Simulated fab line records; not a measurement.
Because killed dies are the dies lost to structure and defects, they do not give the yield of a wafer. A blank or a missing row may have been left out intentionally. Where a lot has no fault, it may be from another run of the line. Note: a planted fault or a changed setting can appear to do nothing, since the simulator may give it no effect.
Matching of chambers / flow nand harc / 4 sister chambers for NHARC_P_CONTACT_DESCUM_17 on rie diel-01
The step chemistry O2, time 3 s. 14 wafers are shown with their chamber, then 7 later ones without.

## EACH WAFER AND ITS CHAMBER
wafer=L217.1; chamber=3; drypump motor current A (A)=6.2; oes product au (a.u.)=1.005; throttle valve pct (%)=11.306
wafer=L217.4; chamber=0; drypump motor current A (A)=5.6; oes product au (a.u.)=1.002; throttle valve pct (%)=11.287
wafer=L217.5; chamber=1; drypump motor current A (A)=5.4; oes product au (a.u.)=1.002; throttle valve pct (%)=11.312
wafer=L229.2; chamber=1; drypump motor current A (A)=5.4; oes product au (a.u.)=1.001; throttle valve pct (%)=11.304
wafer=L229.4; chamber=0; drypump motor current A (A)=5.6; oes product au (a.u.)=0.991; throttle valve pct (%)=11.316
wafer=L229.5; chamber=0; drypump motor current A (A)=5.6; oes product au (a.u.)=0.980; throttle valve pct (%)=11.302
wafer=L228.1; chamber=1; drypump motor current A (A)=5.3; oes product au (a.u.)=1.001; throttle valve pct (%)=11.311
wafer=L228.3; chamber=2; drypump motor current A (A)=5.6; oes product au (a.u.)=0.994; throttle valve pct (%)=11.310
wafer=L228.5; chamber=1; drypump motor current A (A)=5.3; oes product au (a.u.)=0.995; throttle valve pct (%)=11.317
wafer=L233.1; chamber=2; drypump motor current A (A)=5.6; oes product au (a.u.)=0.997; throttle valve pct (%)=11.330
wafer=L233.2; chamber=0; drypump motor current A (A)=5.6; oes product au (a.u.)=0.985; throttle valve pct (%)=11.328
wafer=L233.3; chamber=3; drypump motor current A (A)=6.2; oes product au (a.u.)=0.967; throttle valve pct (%)=11.318
wafer=L234.3; chamber=3; drypump motor current A (A)=6.3; oes product au (a.u.)=0.978; throttle valve pct (%)=11.309
wafer=L234.5; chamber=3; drypump motor current A (A)=6.3; oes product au (a.u.)=0.983; throttle valve pct (%)=11.316

SIGNATURES (averages over the wafers above)
reading=drypump motor current A; chamber 0=5.600; chamber 1=5.350; chamber 2=5.600; chamber 3=6.250; scatter within a chamber=0.0447
reading=oes product au; chamber 0=0.98950; chamber 1=0.99975; chamber 2=0.99550; chamber 3=0.98325; scatter within a chamber=0.0103
reading=throttle valve pct; chamber 0=11.30825; chamber 1=11.31100; chamber 2=11.32000; chamber 3=11.31225; scatter within a chamber=0.0115
Rule: distance of a wafer from a chamber = root of the sum over the readings of ((wafer's reading minus chamber's mean) / reading's scatter) squared. If the next closest chamber is less than 2 further off than the closest, the wafer can't be placed; otherwise it belongs to the closest. How the scatter is found: for the shown wafers, subtract from each reading the mean of its chamber, square and add these, divide the total by (wafers less chambers), then take the root.

## WAFERS WITH NO CHAMBER GIVEN
wafer=L234.6; drypump motor current A (A)=5.6; oes product au (a.u.)=0.991; throttle valve pct (%)=11.313
wafer=L237.1; drypump motor current A (A)=6.2; oes product au (a.u.)=0.991; throttle valve pct (%)=11.304
wafer=L237.2; drypump motor current A (A)=5.3; oes product au (a.u.)=1.006; throttle valve pct (%)=11.306
wafer=L237.5; drypump motor current A (A)=6.2; oes product au (a.u.)=0.993; throttle valve pct (%)=11.307
wafer=L238.2; drypump motor current A (A)=5.3; oes product au (a.u.)=1.000; throttle valve pct (%)=11.324
wafer=L238.4; drypump motor current A (A)=6.2; oes product au (a.u.)=0.991; throttle valve pct (%)=11.313
wafer=L238.6; drypump motor current A (A)=5.6; oes product au (a.u.)=1.003; throttle valve pct (%)=11.316

## WHICH CHAMBER EACH ONE RAN IN
wafer=L234.6; from the rows above=can't be placed: 0 or 2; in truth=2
wafer=L237.1; from the rows above=3; in truth=3
wafer=L237.2; from the rows above=1; in truth=1
wafer=L237.5; from the rows above=3; in truth=3
wafer=L238.2; from the rows above=1; in truth=1
wafer=L238.4; from the rows above=3; in truth=3
wafer=L238.6; from the rows above=can't be placed: 2 or 0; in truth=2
Correct placement for 5 of the 7. Can't be placed from these rows: 2 (the true chamber is among the candidates in 2). Number placed wrongly: 0.
